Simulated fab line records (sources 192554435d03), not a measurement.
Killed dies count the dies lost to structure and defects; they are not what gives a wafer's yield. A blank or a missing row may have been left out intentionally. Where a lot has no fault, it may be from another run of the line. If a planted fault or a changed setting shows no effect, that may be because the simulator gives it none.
Which tool is to blame? ; flow n5Finfet ; Sampling: 11 lots, 33 wafers, 4 of 1938 route steps

== WHAT THE GAUGES READ, wafer by wafer ==
N5_PMOS_HMC_CHANNEL_EPI_INSPECT_11: inspects for defects (macro).
lot;measured;on;rawDefectCount
L418;day 1 17:43;defectInspect-01;0 6 2
L425;day 3 11:51;defectInspect-01;0 0 2
L426;day 3 16:55;defectInspect-01;1 3 1
L428;day 4 06:10;defectInspect-02;1 1 1
L429;day 4 11:15;defectInspect-01;5 2 1
L430;day 4 17:40;defectInspect-02;2 1 3
L437;day 6 11:48;defectInspect-02;4 0 2
L438;day 6 17:05;defectInspect-01;>300 >300 >300
L439;day 6 23:22;defectInspect-02;>300 >300 >300
L440;day 7 05:39;defectInspect-02;3 5 5
L441;day 7 12:11;defectInspect-02;3 3 2

== WHAT TOOL EACH LOT RAN ON (gives the tool, then ch and the chambers of the sampled wafers, and finally the start) ==
lot;N5_ZERO_LAYER_ETCH_17;N5_ZERO_LAYER_STRIP_24;N5_PMOS_HMC_CHANNEL_EPI_HM_DEP_34
L418;rieDiel-05 ch 2,3, day 1 12:50;plasmaAsher-01 ch 0,1, day 1 13:01;pecvd-01 ch 1,2, day 1 17:15
L425;rieDiel-05 ch 2,3, day 3 07:08;plasmaAsher-01 ch 0,1, day 3 07:19;pecvd-03 ch 0,1,2, day 3 11:23
L426;rieDiel-03 ch 0,2,3, day 3 12:43;plasmaAsher-01 ch 0,1, day 3 12:53;pecvd-01 ch 1,2, day 3 16:35
L428;rieDiel-04 ch 1,3, day 4 00:52;plasmaAsher-01 ch 0,1, day 4 01:04;pecvd-04 ch 0,1, day 4 05:42
L429;rieDiel-04 ch 0,1,2, day 4 06:44;plasmaAsher-02 ch 0,1, day 4 06:55;pecvd-03 ch 0,1, day 4 10:47
L430;rieDiel-05 ch 2,3, day 4 12:52;plasmaAsher-01 ch 0, day 4 13:02;pecvd-04 ch 0,1,2, day 4 17:12
L437;rieDiel-03 ch 0,2,3, day 6 06:50;plasmaAsher-01 ch 0,1, day 6 07:01;pecvd-03 ch 0,1,2, day 6 11:28
L438;rieDiel-05 ch 0,3, day 6 12:52;plasmaAsher-02 ch 0,1, day 6 13:04;pecvd-01 ch 0,1, day 6 16:38
L439;rieDiel-03 ch 1,2,3, day 6 18:54;plasmaAsher-02 ch 0,1, day 6 19:04;pecvd-01 ch 1,2, day 6 22:55
L440;rieDiel-03 ch 0,2, day 7 00:50;plasmaAsher-02 ch 0,1, day 7 01:01;pecvd-04 ch 0,1,2, day 7 05:19
L441;rieDiel-03 ch 1,2,3, day 7 07:25;plasmaAsher-01 ch 0,1, day 7 07:36;pecvd-03 ch 1,2, day 7 11:44
- N5_ZERO_LAYER_ETCH_17: etches SiO2 in CF4, target depth 12 nm, time 13.3 s.
- N5_ZERO_LAYER_STRIP_24: strips in O2.
- N5_PMOS_HMC_CHANNEL_EPI_HM_DEP_34: deposits SiO2 from TEOS/O2, target thk 36 nm, time 6.9 s.

== THE ANSWER, worked out from the rows above alone ==
Rule: usual is defined by the lots themselves. Put in order of their means at a reading, lots are off if they are a third of the lots or fewer, leave a main group of 4 or more, and stand apart from it by a gap of 3 or more times the standard deviation of the main group's means; of several such gaps the widest counts. Not used: any main group whose means are identical at the precision the tables above print for the reading. A lot without any number at a reading at which 4 lots or more have one is off too. All remaining lots with rows at the step are treated as sound.
Off: L438, L439, at N5_PMOS_HMC_CHANNEL_EPI_INSPECT_11 (rawDefectCount). Without a number there: L438, L439. Mean 2.2 and standard deviation 1 in the main group.
If a tool, at a process step before that reading, ran all the lots that are off and no sound lot after the first of them, it fits. The gauges at N5_PMOS_HMC_CHANNEL_EPI_INSPECT_11 are tried like those tools. One fits: pecvd-01 at N5_PMOS_HMC_CHANNEL_EPI_HM_DEP_34. Its last sound lot is L426 (day 3 16:35), its first lot that is off L438 (day 6 16:38): a fault that began between those two fits.

== WHAT THE SIMULATOR HAD PUT IN ==
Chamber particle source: pecvd-01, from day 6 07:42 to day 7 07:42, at N5_PMOS_HMC_CHANNEL_EPI_HM_DEP_34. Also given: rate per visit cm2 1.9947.
Shown lots that were struck: L438, L439. Same finding as the rule above.
